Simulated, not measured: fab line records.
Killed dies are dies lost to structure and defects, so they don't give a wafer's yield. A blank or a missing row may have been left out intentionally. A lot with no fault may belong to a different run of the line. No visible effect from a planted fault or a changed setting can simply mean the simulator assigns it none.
Chamber matching | flow nand_harc | NHARC_A_CHANNEL_FILL_D1_ETCHBACK_20 on rie_diel-04 has 4 sister chambers
The step etches the open film in C4F8/O2/Ar, target depth 27 nm, time 13.5 s. 8 wafers are shown with their chamber, then 8 later ones without.

WAFERS WITH THEIR CHAMBER
wafer  | chamber | rf_vpp_V (V) | oes_product_au (a.u.)
L078.2 | 0       | 968          | 0.99
L084.2 | 3       | 978          | 0.93
L084.4 | 2       | 971          | 0.92
L084.5 | 0       | 968          | 0.92
L085.1 | 3       | 978          | 0.92
L085.2 | 2       | 969          | 0.92
L085.3 | 1       | 969          | 0.94
L088.1 | 1       | 968          | 1.00

WAFERS WITH NO CHAMBER GIVEN
wafer  | rf_vpp_V (V) | oes_product_au (a.u.)
L088.4 | 979          | 0.99
L088.5 | 970          | 1.00
L093.3 | 970          | 0.91
L093.4 | 969          | 0.94
L093.6 | 969          | 0.94
L097.2 | 968          | 1.01
L097.4 | 970          | 0.99
L097.5 | 968          | 1.01

CHAMBER TAKEN BY EACH
wafer  | from the rows above          | in truth
L088.4 | 3                            | 3
L088.5 | can't be placed: 1 or 2 or 0 | 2
L093.3 | 2                            | 2
L093.4 | can't be placed: 1 or 0 or 2 | 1
L093.6 | can't be placed: 1 or 0 or 2 | 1
L097.2 | can't be placed: 1 or 0      | 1
L097.4 | can't be placed: 1 or 2 or 0 | 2
L097.5 | can't be placed: 1 or 0      | 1
Placed correctly: 2 of 8. Cannot be placed on the basis of these rows: 6; the candidates contain the true chamber in 6. 0 placed wrongly.
How it was worked out, from the rows above alone: a wafer's distance from a chamber is the root of the sum, over the readings, of the square of ((its reading less the chamber's mean) divided by the reading's scatter). If the next closest chamber is less than 2 further off than the closest, the wafer can't be placed; otherwise it belongs to the closest. The mean given for a chamber averages the wafers shown for that chamber. The scatter is the square root of a quotient: the sum, over the shown wafers, of each reading's squared deviation from its chamber's mean, divided by wafers minus chambers.
